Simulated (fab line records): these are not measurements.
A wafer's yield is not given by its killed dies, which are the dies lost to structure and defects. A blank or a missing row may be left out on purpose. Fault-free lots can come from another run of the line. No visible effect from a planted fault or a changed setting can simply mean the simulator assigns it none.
fab line records    flow n5Finfet
record lots=10  wafers=28  lastDay=19
route steps=1938 shown BEOL_M4@1067 PASSIVATION@1936
lots with no fault: from the same line, run without faults
startH: the number of hours between the record's first day and the start of the first shown wafer of the lot    waitH: hours from the lot's prior step to this one    " repeats the value in the row above    L1.1+2: a row that stands for several wafers    - either no value or no given start    * or withheld: withheld    < > ~ a bound
route shown NAME@n: NAME is a module with steps in the file, n the number in the route of the first one    usual: average and standard deviation across the fault-free wafers    same: alike in all rows    chamber/n: place in a boat    sites: per-site readings    _std_site: the values' standard deviation    _edge_site: inner sites' mean taken away from outer sites' mean    radiusMm: how far each site lies from the wafer's centre    mask NAME#n: copy n    behind: tool/chamber where the wafer was last shaped    hold: why the lot went on hold/how many hours it stayed there/how the hold came to an end    device: whichever transistor did not switch (one of n, p or np)    end of line: the same wafers' tests at the end of the route    step lacking rows: just its recipe    killed: dies that structure and defects cost at the first sort, which is not the same as the wafer's yield    map: shows each die of a wafer: x if killed, . if not, _ if none is there
set.NAME: the setting as run; set.NAME@STEP: as run at that earlier step    model.NAME: the simulator's own value behind a step, which no gauge read
a sample of lots followed through the steps of the route, with each step as a table and each wafer as a row
services: when a tool's chamber went out of use (startH, in hours from the record's first day, below 0 if earlier), for how many hours, and the reason
## steps
# step N5_BEOL_M4_VIA_ETCH_34
# recipe chemistry=C4F6/O2  targetDepthA=694  maskMaterial=SOC  pressureMtorr=15  ionEnergyEv=250  taperDeg=4  timeS=65.9  sourceW=350  biasW=170  Ar_flow_sccm=300  C4F6_flow_sccm=10  O2_flow_sccm=10
# usual drypumpMotorCurrentA=5.8/0.46  oes_ar_750_au=0.82/0.081  oesProductAu=0.82/0.084  rfVppV=666/12  showerheadPlenumPTorr=2.83/0.07  throttleValvePct=30.6/0.31
lot.wafer  tool        chamber  startH  waitH  drypumpMotorCurrentA  oes_ar_750_au  oesProductAu  rfHoursCounterH  rfVppV  showerheadPlenumPTorr  throttleValvePct
L999.2     rieDiel-06  3        163.77  0.0    5.6                   0.70           0.70          229              650     2.79                   30.5
L999.4     "           1        "       "      5.3                   0.71           0.72          202              650     2.70                   30.7
L999.6     "           1        "       "      5.3                   0.71           0.72          -                648     2.70                   30.7
L101.2     rieDiel-01  1        177.42  0.0    6.0                   0.80           0.81          79               680     2.85                   30.2
L101.3     "           2        "       "      5.4                   0.84           0.84          51               651     2.77                   30.8
L101.4     "           3        "       "      6.0                   0.79           0.79          106              672     2.87                   31.0
L103.1     rieDiel-05  2        184.89  0.0    6.1                   0.94           0.97          7                665     2.91                   30.6
L103.2     "           3        "       "      6.6                   0.89           0.91          15               680     2.79                   30.3
L103.6     "           1        "       "      5.8                   0.70           0.69          -                673     2.71                   31.0
L104.2     rieDiel-06  2        190.62  0.0    4.6                   0.80           0.83          93               682     2.85                   30.9
L104.3     "           1        "       "      5.3                   0.71           0.71          211              651     2.70                   30.7
L104.4     "           0        "       "      5.5                   0.82           0.83          70               667     2.88                   30.4
L105.1     rieDiel-06  0        194.01  0.0    5.4                   0.81           0.82          71               666     2.88                   30.4
L105.3     "           1        "       "      5.3                   0.70           0.71          212              650     2.70                   30.7
L105.4     "           3        "       "      5.6                   0.70           0.69          240              649     2.78                   30.5
L108.3     rieDiel-05  1        214.76  0.0    5.8                   0.70           0.69          225              673     2.70                   30.9
L108.4     "           0        "       "      5.7                   0.71           0.71          239              653     2.81                   30.7
L110.3     rieDiel-01  3        222.07  0.0    6.1                   0.77           0.78          123              672     2.86                   31.0
L110.6     "           3        "       "      6.1                   0.77           0.77          -                672     2.86                   31.0
L119.1     rieDiel-01  0        303.32  0.0    5.8                   0.87           0.87          64               659     2.87                   30.1
L119.4     "           1        "       "      6.0                   0.76           0.77          121              680     2.83                   30.3
L119.5     "           0        "       "      5.8                   0.87           0.87          -                658     2.87                   30.1
L121.1     rieDiel-05  2        303.33  0.0    6.1                   0.86           0.88          46               664     2.89                   30.7
L121.5     "           1        "       "      5.8                   1.01           1.02          -                684     3.03                   30.7
L121.6     "           2        "       "      6.1                   0.86           0.89          -                664     2.89                   30.7
L122.4     rieDiel-01  3        327.27  0.0    6.0                   0.74           0.74          159              673     2.85                   31.1
L122.5     "           3        "       "      6.0                   0.74           0.74          -                672     2.84                   31.1
L122.6     "           0        "       "      5.8                   0.86           0.87          -                658     2.86                   30.1
# step N5_BEOL_M4_ETCH_41
# recipe chemistry=CH3F/O2  target=SiCN  targetDepthA=299  taperDeg=2  timeS=52.5  ionEnergyEv=120  maskMaterial=TiN  pressureMtorr=30  sourceW=395  biasW=75  Ar_flow_sccm=150  CH3F_flow_sccm=30  O2_flow_sccm=20
# usual drypumpMotorCurrentA=5.8/0.46  oesProductAu=0.82/0.084  rfVppV=297.2/1.3  showerheadPlenumPTorr=1.99/0.051  throttleValvePct=16.20/0.27
lot.wafer  tool        chamber  startH  waitH  drypumpMotorCurrentA  oesProductAu  rfHoursCounterH  rfVppV  showerheadPlenumPTorr  throttleValvePct
L999.2     rieDiel-06  3        -       -      5.6                   0.69          229              296.5   1.96                   16.38
L999.4     "           1        "       "      5.3                   0.72          203              294.2   1.89                   16.33
L999.6     "           1        "       "      5.3                   0.71          -                295.3   1.89                   16.34
L101.2     rieDiel-01  1        -       -      6.0                   0.81          79               298.8   2.01                   16.01
L101.3     "           2        "       "      5.4                   0.83          51               296.5   1.95                   16.29
L101.4     "           3        "       "      6.0                   0.78          106              298.4   2.02                   16.58
L103.1     rieDiel-05  2        -       -      6.1                   0.96          7                298.4   2.05                   15.94
L103.2     "           3        "       "      6.6                   0.91          15               298.0   1.96                   15.84
L103.6     "           1        "       "      5.8                   0.68          -                294.2   1.90                   16.61
L104.2     rieDiel-06  2        -       -      4.6                   0.82          93               297.7   2.01                   16.47
L104.3     "           1        "       "      5.3                   0.70          211              295.0   1.89                   16.34
L104.4     "           0        "       "      5.5                   0.82          70               297.0   2.03                   15.98
L105.1     rieDiel-06  0        -       -      5.5                   0.82          71               296.7   2.03                   15.99
L105.3     "           1        "       "      5.3                   0.70          212              295.8   1.89                   16.36
L105.4     "           3        "       "      5.6                   0.69          240              296.2   1.96                   16.40
L108.3     rieDiel-05  1        -       -      5.8                   0.69          225              296.2   1.90                   16.63
L108.4     "           0        "       "      5.7                   0.70          239              297.1   1.98                   16.50
L110.3     rieDiel-01  3        -       -      6.0                   0.77          123              298.4   2.01                   16.62
L110.6     "           3        "       "      6.0                   0.77          -                296.2   2.01                   16.62
L119.1     rieDiel-01  0        -       -      5.8                   0.87          64               297.3   2.02                   15.89
L119.4     "           1        "       "      6.0                   0.78          121              296.7   1.99                   16.10
L119.5     "           0        "       "      5.8                   0.87          -                296.4   2.02                   15.89
L121.1     rieDiel-05  2        -       -      6.1                   0.87          47               297.3   2.04                   16.02
L121.5     "           1        "       "      5.8                   1.02          -                298.6   2.14                   16.18
L121.6     "           2        "       "      6.1                   0.88          -                299.0   2.04                   16.03
L122.4     rieDiel-01  3        -       -      6.0                   0.74          159              296.1   2.00                   16.70
L122.5     "           3        "       "      6.0                   0.74          -                297.1   2.00                   16.68
L122.6     "           0        "       "      5.8                   0.86          -                297.9   2.02                   15.89
# step N5_BEOL_M4_DEGAS_44
# recipe ambient=vacuum  tempC=250  timeS=60
# usual heaterPowerW=341/28
lot.wafer  tool           chamber  startH  waitH  heaterPowerW
L999.2     pvdSputter-01  -        164.55  0.4    377
L999.4     "              -        "       "      358
L999.6     "              -        "       "      374
L101.2     pvdSputter-01  -        178.00  0.2    346
L101.3     "              -        "       "      288
L101.4     "              -        "       "      328
L103.1     pvdSputter-01  -        185.38  0.1    334
L103.2     "              -        "       "      369
L103.6     "              -        "       "      320
L104.2     pvdSputter-01  -        191.42  0.4    380
L104.3     "              -        "       "      334
L104.4     "              -        "       "      296
L105.1     pvdSputter-02  -        194.54  0.1    355
L105.3     "              -        "       "      316
L105.4     "              -        "       "      342
L108.3     pvdSputter-01  -        215.55  0.4    377
L108.4     "              -        "       "      325
L110.3     pvdSputter-03  -        222.51  0.0    314
L110.6     "              -        "       "      314
L119.1     pvdSputter-03  -        303.92  0.2    315
L119.4     "              -        "       "      363
L119.5     "              -        "       "      374
L121.1     pvdSputter-02  -        304.02  0.3    313
L121.5     "              -        "       "      321
L121.6     "              -        "       "      313
L122.4     pvdSputter-01  -        328.09  0.4    331
L122.5     "              -        "       "      356
L122.6     "              -        "       "      377
# step N5_BEOL_M4_CVD_47
# recipe material=Co  targetThkA=30  tempC=withheld  precursor=CCTBA/H2  pressureTorr=30  timeS=223.8
# usual runLengthS=246.4/0.63
lot.wafer  tool      chamber  startH  waitH  runLengthS
L999.2     cvdCo-02  2        166.69  0.1    247.2
L999.4     "         2        "       "      246.9
L999.6     "         0        "       "      246.6
L101.2     cvdCo-01  1        178.61  0.2    246.6
L101.3     "         0        "       "      247.0
L101.4     "         0        "       "      247.2
L103.1     cvdCo-01  1        186.01  0.1    246.2
L103.2     "         2        "       "      245.8
L103.6     "         2        "       "      245.5
L104.2     cvdCo-02  2        192.08  0.0    247.5
L104.3     "         0        "       "      245.8
L104.4     "         1        "       "      246.7
L105.1     cvdCo-01  0        195.16  0.0    246.9
L105.3     "         1        "       "      246.3
L105.4     "         1        "       "      246.1
L108.3     cvdCo-01  1        216.12  0.1    246.2
L108.4     "         2        "       "      198.4
L110.3     cvdCo-01  0        222.91  0.0    247.2
L110.6     "         1        "       "      198.7
L119.1     cvdCo-01  1        304.31  0.0    246.4
L119.4     "         2        "       "      246.4
L119.5     "         0        "       "      247.5
L121.1     cvdCo-02  1        304.64  0.3    246.2
L121.5     "         1        "       "      246.1
L121.6     "         0        "       "      245.7
L122.4     cvdCo-02  1        328.75  0.2    246.0
L122.5     "         2        "       "      246.8
L122.6     "         0        "       "      245.7
# step N5_BEOL_M4_RC_MEAS_101
# usual DIBL_N=36.3/1.7  DIBL_P=36.5/2.1  IOFF_N=0.16/0.03  IOFF_P=0.22/0.035  ION_N=675/11  ION_P=465/7.1  SS_N=71.5/0.62  SS_P=73.3/0.64  VT_N=250/3.1  VT_P=-249.1/3
lot.wafer  tool       chamber  startH  waitH  DIBL_N[mV/V]  DIBL_P[mV/V]  IOFF_N[nA/um]  IOFF_P[nA/um]  ION_N[uA/um]  ION_P[uA/um]  SS_N[mV/dec]  SS_P[mV/dec]  VT_N[mV]  VT_P[mV]
L999.2     prober-01  0        170.56  0.8    37.8          38.9          0.19           0.26           682           470           72.1          73.8          246       -245.8
L999.4     "          0        "       "      37.7          38.4          0.19           0.27           686           473           72.0          73.4          248       -246.1
L999.6     "          0        "       "      35.5          36.7          0.15           0.23           675           469           71.0          72.5          252       -248.8
L101.2     prober-02  0        181.83  0.2    36.3          36.0          0.15           0.21           670           464           71.2          72.9          251       -248.5
L101.3     "          0        "       "      39.2          38.8          0.22           0.24           679           462           71.9          73.5          245       -249.6
L101.4     "          0        "       "      34.9          33.5          0.13           0.16           668           455           70.1          72.4          251       -255.4
L103.1     prober-01  0        190.15  0.0    39.5          41.8          0.24           0.32           675           469           72.6          74.9          248       -246.1
L103.2     "          0        "       "      37.1          38.5          0.20           0.26           680           472           72.6          73.7          246       -246.7
L103.6     "          0        "       "      38.1          40.9          0.21           0.29           696           476           72.8          74.0          245       -245.6
L104.2     prober-01  0        195.39  0.2    36.4          36.4          0.16           0.19           669           456           71.9          73.9          251       -253.5
L104.3     "          0        "       "      33.1          32.5          0.11           0.16           671           460           71.3          72.4          254       -256.4
L104.4     "          0        "       "      37.8          39.1          0.21           0.25           688           472           72.2          74.0          243       -246.4
L105.1     prober-02  0        200.07  0.0    33.9          33.5          0.11           0.17           670           470           70.8          73.3          255       -255.4
L105.3     "          0        "       "      38.6          38.1          0.20           0.24           680           465           70.9          73.7          249       -248.3
L105.4     "          0        "       "      34.7          34.7          0.13           0.20           672           466           69.8          72.4          253       -250.2
L108.3     prober-02  0        219.44  0.3    38.1          36.5          0.17           0.23           684           472           71.6          73.5          248       -248.6
L108.4     "          0        "       "      35.9          34.8          0.14           0.20           675           468           70.9          72.3          250       -249.5
L110.3     prober-02  0        226.75  0.3    33.5          32.1          0.10           0.16           656           457           70.9          72.8          256       -253.1
L110.6     "          0        "       "      35.0          34.4          0.13           0.19           678           463           71.0          73.4          251       -250.4
L119.1     prober-01  0        308.98  0.0    38.4          36.9          0.19           0.25           681           468           72.3          73.4          246       -245.4
L119.4     "          0        "       "      36.6          34.3          0.15           0.21           674           468           71.7          73.4          248       -246.7
L119.5     "          0        "       "      37.4          36.5          0.18           0.24           694           474           71.3          73.3          246       -247.4
L121.1     prober-02  0        312.24  0.0    36.3          37.6          0.16           0.22           682           468           71.6          73.7          251       -250.8
L121.5     "          0        "       "      38.9          40.8          0.22           0.28           684           473           72.1          74.7          246       -246.8
L121.6     "          0        "       "      38.1          39.7          0.20           0.26           709           484           71.6          74.1          245       -246.6
L122.4     prober-02  0        332.50  0.5    36.4          38.1          0.16           0.23           671           467           71.5          73.8          252       -246.8
L122.5     "          0        "       "      34.0          35.8          0.13           0.20           686           475           70.5          73.1          253       -248.7
L122.6     "          0        "       "      36.9          38.7          0.19           0.24           691           480           71.2          73.9          245       -246.6
# step N5_PASSIVATION_PROBE_49
# usual defectLimitedYield=91.2/1.4  killed_at_M0_to_M3=36/10  killed_at_M4_up=13/5.1  killedAtContacts=12/5.4  killedAtFrontEnd=39/11  killedAtOther=3.5/2.4  killedDies=104/17  killedOpen=67/13  killedShort=36/8.3  sort_bin_5_function=5.2/0.98  sort_bin_6_memory=3.3/0.68  sortNPass=1076/17  sortYieldPct=91.2/1.4
# same grossDies=1180  killedAtBackSide=0  sort_bin_4_leakage[%]=0  sort_bin_8_speed[%]=0
lot.wafer  tool       chamber  startH  waitH  defectLimitedYield[%]  killed_at_M0_to_M3  killed_at_M4_up  killedAtContacts  killedAtFrontEnd  killedAtOther  killedDies  killedOpen  killedShort  sort_bin_5_function[%]  sort_bin_6_memory[%]  sortNPass  sortYieldPct[%]
L101.2     prober-02  -        271.36  0.1    92.0                   34                  10               21                26                3              94          58          35           4.3                     3.5                   1086       92.0
L101.3     prober-02  -        271.41  0.1    91.8                   41                  8                8                 40                0              97          65          31           5.0                     2.9                   1083       91.8
L101.4     prober-02  -        271.46  0.2    92.1                   27                  17               17                27                5              93          66          25           5.4                     2.2                   1087       92.1
L103.1     prober-02  -        275.24  0.0    92.1                   29                  15               12                35                2              93          58          35           5.3                     2.2                   1087       92.1
L103.2     prober-02  -        275.29  0.1    93.3                   10                  7                20                39                3              79          50          29           4.0                     2.3                   1101       93.3
L103.6     prober-02  -        275.49  0.3    94.0                   20                  6                16                26                3              71          46          25           3.3                     2.3                   1109       94.0
L104.2     prober-02  -        280.22  0.1    94.0                   28                  11               8                 21                3              71          40          29           3.8                     1.7                   1109       94.0
L104.3     prober-02  -        280.27  0.1    91.9                   19                  12               13                52                0              96          54          39           4.5                     3.3                   1084       91.9
L104.4     prober-02  -        280.32  0.2    91.9                   33                  5                6                 48                3              95          56          33           4.7                     2.6                   1085       91.9
L105.1     prober-01  -        283.69  0.0    93.3                   34                  16               5                 22                2              79          52          26           4.7                     1.7                   1101       93.3
L105.3     prober-01  -        283.79  0.1    89.4                   43                  12               6                 58                6              125         76          49           5.7                     4.5                   1055       89.4
L105.4     prober-01  -        283.84  0.2    92.5                   27                  12               9                 31                10             89          49          40           4.7                     2.7                   1091       92.5
L108.3     prober-01  -        305.31  0.1    92.8                   12                  11               6                 52                4              85          55          30           4.6                     2.5                   1095       92.8
L108.4     prober-01  -        305.36  0.2    91.4                   20                  7                15                56                4              102         59          43           4.8                     3.2                   1078       91.4
# killed by level:class
L101.2 MOL_CONTACT_COAG:geometricParticle:open=15 BEOL_M3:geometricParticle:open=7 BEOL_M1:geometricParticle:short=7 BEOL_M1:geometricParticle:open=6 FIN_SAQP:geometricParticle:open=5 MOL_CONTACT_COAG:geometricParticle:short=5 BEOL_M2:geometricParticle:open=5 FIN_SAQP:geometricParticle:short=4
L101.3 BEOL_M3:geometricParticle:open=11 MOL_CONTACT_COAG:geometricParticle:open=8 BEOL_M2:geometricParticle:open=8 BEOL_M1:geometricParticle:open=6 ILD0:geometricParticle:open=5 GATE_CUT:geometricParticle:open=5 BEOL_M3:geometricParticle:short=5 BEOL_M4:geometricParticle:open=5
L101.4 BEOL_M4:geometricParticle:open=14 MOL_CONTACT_COAG:geometricParticle:open=13 BEOL_M3:geometricParticle:open=10 BEOL_M0_SAQP:geometricParticle:open=7 FIN_SAQP:geometricParticle:short=6 FIN_SAQP:geometricParticle:open=4 STI_FIN_REVEAL:geometricParticle:open=4 GATE_CUT:geometricParticle:short=4
L103.1 BEOL_M4:geometricParticle:open=12 MOL_CONTACT_COAG:geometricParticle:open=11 FIN_SAQP:geometricParticle:short=10 BEOL_M0_SAQP:geometricParticle:open=6 BEOL_M1:geometricParticle:open=6 ILD0:geometricParticle:short=5 BEOL_M0_SAQP:geometricParticle:short=5 STI_FIN_REVEAL:geometricParticle:open=4
L103.2 MOL_CONTACT_COAG:geometricParticle:open=16 DUMMY_GATE:geometricParticle:open=8 FIN_SAQP:geometricParticle:short=6 GATE_CUT:geometricParticle:short=5 FIN_SAQP:geometricParticle:open=4 STI_FIN_REVEAL:geometricParticle:open=4 MOL_CONTACT_COAG:geometricParticle:short=4 BEOL_M5:geometricParticle:open=4
L103.6 MOL_CONTACT_COAG:geometricParticle:open=14 FIN_SAQP:geometricParticle:open=6 BEOL_M0_SAQP:geometricParticle:short=6 STI_FIN_REVEAL:geometricParticle:open=5 BEOL_M3:geometricParticle:open=5 FIN_SAQP:geometricParticle:short=4 BEOL_M0_SAQP:geometricParticle:open=4 BEOL_M7:geometricParticle:open=3
L104.2 BEOL_M0_SAQP:geometricParticle:short=8 BEOL_M2:geometricParticle:open=8 MOL_CONTACT_COAG:geometricParticle:open=7 BEOL_M0_SAQP:geometricParticle:open=4 BEOL_M3:geometricParticle:open=4 FIN_SAQP:geometricParticle:short=3 FIN_CUT:geometricParticle:short=3 BEOL_M4:geometricParticle:open=3
L104.3 STI_FIN_REVEAL:geometricParticle:open=9 MOL_CONTACT_COAG:geometricParticle:open=9 FIN_SAQP:geometricParticle:open=7 FIN_SAQP:geometricParticle:short=7 BEOL_M0_SAQP:geometricParticle:open=5 BEOL_M0_SAQP:geometricParticle:short=5 DUMMY_GATE:geometricParticle:open=4 GATE_CUT:geometricParticle:short=4
L104.4 FIN_SAQP:geometricParticle:open=12 STI_FIN_REVEAL:geometricParticle:open=8 BEOL_M0_SAQP:geometricParticle:short=8 BEOL_M0_SAQP:geometricParticle:open=8 BEOL_M3:geometricParticle:open=7 FIN_SAQP:geometricParticle:short=6 MOL_CONTACT_COAG:geometricParticle:open=5 BEOL_M2:geometricParticle:open=5
L105.1 BEOL_M4:geometricParticle:open=12 BEOL_M0_SAQP:geometricParticle:short=10 FIN_SAQP:geometricParticle:open=7 BEOL_M0_SAQP:geometricParticle:open=7 BEOL_M0:geometricParticle:open=5 BEOL_M1:geometricParticle:open=5 MOL_CONTACT_COAG:geometricParticle:open=4 STARTING-WAFER:geometricParticle:open=4
L105.3 FIN_SAQP:geometricParticle:short=17 FIN_SAQP:geometricParticle:open=13 BEOL_M0_SAQP:geometricParticle:short=11 STI_FIN_REVEAL:geometricParticle:open=10 BEOL_M3:geometricParticle:open=9 BEOL_M0_SAQP:geometricParticle:open=9 BEOL_M3:geometricParticle:short=5 PAD_METAL:geometricParticle:open=5
L105.4 STI_FIN_REVEAL:geometricParticle:open=10 BEOL_M0_SAQP:geometricParticle:short=10 MOL_CONTACT_COAG:geometricParticle:open=6 FIN_SAQP:geometricParticle:short=5 GATE_CUT:geometricParticle:short=5 BEOL_M0_SAQP:geometricParticle:open=4 BEOL_M4:geometricParticle:open=4 BEOL_M2:geometricParticle:open=4
L108.3 FIN_SAQP:geometricParticle:open=19 FIN_SAQP:geometricParticle:short=13 BEOL_M4:geometricParticle:open=7 DUMMY_GATE:geometricParticle:open=6 MOL_CONTACT_COAG:geometricParticle:open=6 DUMMY_GATE:geometricParticle:short=4 BEOL_M3:geometricParticle:open=4 BEOL_M1:geometricParticle:open=3
L108.4 FIN_SAQP:geometricParticle:short=11 FIN_SAQP:geometricParticle:open=9 ILD0:geometricParticle:short=8 MOL_CONTACT_COAG:geometricParticle:open=8 BEOL_M1:geometricParticle:open=8 MOL_CONTACT_COAG:geometricParticle:short=7 ILD0:geometricParticle:open=6 BEOL_M3:geometricParticle:open=6
## services
tool           chamber  startH  hours  kind
cvdCo-01       1        145.02  10.6   repair
rieDiel-05     2        147.93  -      clean
rieDiel-06     1        168.38  3.6    repair
cvdCo-02       -        173.97  5.8    repair
rieDiel-06     3        219.64  -      clean
rieDiel-06     3        219.64  -      consumableReplace:focusRing
rieDiel-06     3        219.64  19.4   scheduledDown
rieDiel-06     3        219.64  19.4   ventCycle
cvdCo-02       -        222.66  6.0    pm
cvdCo-02       -        235.32  13.1   repair
cvdCo-01       -        254.04  0.8    repair
rieDiel-05     3        276.08  2.3    repair
rieDiel-06     3        293.23  2.9    repair
rieDiel-06     1        296.27  -      clean
rieDiel-06     1        296.27  -      consumableReplace:focusRing
rieDiel-06     1        296.27  -      consumableReplace:showerhead
rieDiel-06     1        296.27  27.3   scheduledDown
rieDiel-06     1        296.27  27.3   ventCycle
rieDiel-06     2        303.16  1.3    repair
pvdSputter-01  -        303.96  11.5   repair
cvdCo-01       -        311.86  0.6    repair
rieDiel-01     2        315.19  3.4    repair
rieDiel-01     0        316.28  5.0    repair
cvdCo-01       1        320.34  22.7   repair
## key
firstSign step=N5_BEOL_M4_CVD_47  reading=runLengthS  direction=down  sigmas=76  usual=*  struck=*
effect none on later readings
metAt N5_BEOL_M4_CVD_47
struckLots L108,L110
struckWafers L108.4,L110.6
notActingAt N5_BEOL_M4_VIA_ETCH_34,N5_BEOL_M4_ETCH_41,N5_BEOL_M4_DEGAS_44
onsetBetween 195.16 216.12
fault kind=processParameterDrift  tool=cvdCo-01  chamber=-  onsetH=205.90  steps=N5_BEOL_M4_CVD_47  channel=timeS  offset=*  shape=step  endH=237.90  scope=struckWafersOnly  actsIn=*  stated=*
